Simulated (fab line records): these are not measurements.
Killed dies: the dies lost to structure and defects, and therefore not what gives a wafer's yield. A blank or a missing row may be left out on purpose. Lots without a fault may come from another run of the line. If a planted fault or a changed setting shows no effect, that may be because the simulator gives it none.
Split-lot study    flow n5_finfet    39 wafers read from 7 lots, route of 1938 steps

== ON THE SPLIT ==
At N5_DUMMY_GATE_ETCH_42 (etches SiO2 in CHF3/O2, target depth 3.5 nm, time 31 s), the setting bias_w was moved away from the recipe's 12 W on 12 of the 39 wafers read, by -16.4% to +17.2%. For the rest of the wafers, this setting stayed at what the recipe calls for.

Reading taken at the split's own step.

== THE READING ==
rf_vpp_V, in V, at N5_DUMMY_GATE_ETCH_42 (etches SiO2 in CHF3/O2, target depth 3.5 nm, time 31 s). Typical for fault-free wafers on this fab line: 42.4 V, with standard deviation 0.84 V.

wafer   tool, chamber at the split  bias_w as run, W  against the recipe  rf_vpp_V, V  against lot-mates on the recipe
L079.1  rie_diel-01, 1              12                recipe              43.5         -
L079.2  rie_diel-01, 0              10.69             -10.9%              39.0         -3.8
L079.3  rie_diel-01, 3              10.69             -10.9%              39.4         -3.4
L079.4  rie_diel-01, 2              12                recipe              42.5         -
L079.5  rie_diel-01, 2              10.69             -10.9%              39.2         -3.6
L079.6  rie_diel-01, 3              12                recipe              42.4         -
L080.1  rie_diel-01, 3              10.03             -16.4%              37.0         -5.6
L080.2  rie_diel-01, 0              12                recipe              42.7         -
L080.3  rie_diel-01, 1              12                recipe              43.5         -
L080.4  rie_diel-01, 2              12                recipe              41.7         -
L080.5  rie_diel-01, 0              10.03             -16.4%              37.4         -5.2
L080.6  rie_diel-01, 1              10.03             -16.4%              37.0         -5.6
L081.1  rie_diel-02, 2              12                recipe              40.4         -
L081.2  rie_diel-02, 0              12                recipe              42.4         -
L081.3  rie_diel-02, 3              12                recipe              42.4         -
L081.4  rie_diel-02, 1              12                recipe              42.6         -
L081.5  rie_diel-02, 3              12                recipe              42.9         -
L081.6  rie_diel-02, 0              12                recipe              40.8         -
L082.1  rie_diel-02, 1              12                recipe              42.3         -
L082.2  rie_diel-02, 0              12                recipe              41.8         -
L082.3  rie_diel-02, 3              12                recipe              41.3         -
L082.4  rie_diel-02, 2              14.06             +17.2%              47.8         +6.0
L082.5  rie_diel-02, 2              14.06             +17.2%              47.5         +5.7
L082.6  rie_diel-02, 3              14.06             +17.2%              46.9         +5.1
L083.1  rie_diel-06, 2              13.45             +12.1%              45.0         +2.4
L083.2  rie_diel-06, 0              13.45             +12.1%              45.9         +3.3
L083.3  rie_diel-06, 1              12                recipe              43.6         -
L083.4  rie_diel-06, 3              12                recipe              42.8         -
L083.5  rie_diel-06, 1              13.45             +12.1%              46.2         +3.6
L083.6  rie_diel-06, 0              12                recipe              41.5         -
L093.1  rie_diel-01, 0              12                recipe              42.9         -
L093.2  rie_diel-01, 1              12                recipe              40.8         -
L093.3  rie_diel-01, 3              12                recipe              41.7         -
L093.4  rie_diel-01, 2              12                recipe              42.4         -
L093.5  rie_diel-01, 3              12                recipe              42.3         -
L093.6  rie_diel-01, 2              12                recipe              42.5         -
L094.2  rie_diel-06, 1              12                recipe              43.9         -
L094.3  rie_diel-06, 2              12                recipe              42.0         -
L094.6  rie_diel-06, 1              12                recipe              43.4         -

THE FIT
A straight line over all 39 wafers: rf_vpp_V changes by +0.298 V for each +1% of bias_w; r = +0.95; the points scatter about the line by 0.78 V.
The same after taking each lot's own level away (the mean of its wafers on the recipe; 39 wafers): +0.317 V for each +1%; r = +0.96; scatter 0.71 V.
The reading moves by 5.4 V for the largest change in bias_w, on that fit.
Across the lots, their own levels run from 41.80 to 43.10 V, a range of 1.5 times the standard deviation given above.
So the lot-to-lot level changes the slope little: the two slopes agree.
Check: for one of the wafers moved furthest among these (+17.2%), held out of the fit, the line's prediction against its lot-mates is +5.26 V. Against them it came out at +6 V.
Tool readings at the split's step, against how far the setting was moved: rf_vpp_V r = +0.95.

== FURTHER SPLITS ON THESE WAFERS ==
Note: prior to the reading, these wafers also went through further splits. Each is held against what the fit with the lots' levels taken away leaves over:
other split on the same wafers        wafers away from the commonest value  r with rf_vpp_V (lot level and that fit taken away)
N5_FIN_CUT_CUT_ETCH_26 time_s         12                                    +0.08
N5_DUMMY_GATE_EXPOSE_12 dose_mj       15                                    -0.01
N5_DUMMY_GATE_ETCH_44 target_depth_a  12                                    -0.12

== FILE'S OWN FIT ==
rf_vpp_V changes by +0.318 V for each +1% of bias_w, r = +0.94.
